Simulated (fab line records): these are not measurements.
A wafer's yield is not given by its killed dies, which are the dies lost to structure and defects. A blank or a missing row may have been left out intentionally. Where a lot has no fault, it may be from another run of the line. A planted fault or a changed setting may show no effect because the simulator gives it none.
Matching of chambers ; flow n5-finfet ; N5_BEOL_M0_SAQP_ALD_48 on ald-sin-04: 4 sister chambers
The step deposits SiO2, target thk 20 nm, pulse time 1 s, co reactant pulse time 1 s. 4 wafers are shown with their chamber, then 7 later ones without.

## EACH WAFER AND ITS CHAMBER
wafer;chamber;heater-power-w (W)
L084.3;1;74
L084.6;0;61
L085.1;3;78
L085.4;2;79

## WAFERS MISSING THEIR CHAMBER
wafer;heater-power-w (W)
L085.5;61
L088.2;79
L088.3;63
L088.4;83
L097.2;77
L097.3;59
L097.5;73

## WHICH CHAMBER EACH WENT THROUGH
wafer;from the rows above;in truth
L085.5;0;0
L088.2;can't be placed: 2 or 3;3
L088.3;0;0
L088.4;can't be placed: 2 or 3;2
L097.2;can't be placed: 3 or 2 or 1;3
L097.3;0;0
L097.5;1;1
Correctly placed: 4 of 7. Unplaceable from these rows: 3, with the true chamber sitting among the candidates in 3. Wrongly placed: 0.
How it was worked out, from the rows above alone: a wafer's distance from a chamber is the root of the sum, over the readings, of the square of ((its reading less the chamber's mean) divided by the reading's scatter). The wafer belongs to the nearest chamber; if the next one is less than 2 further off, it can't be placed. The mean given for a chamber averages the wafers shown for that chamber. The scatter: with one shown wafer a chamber, the root of the mean of the squares of how far each hidden wafer lies from its nearest shown one.
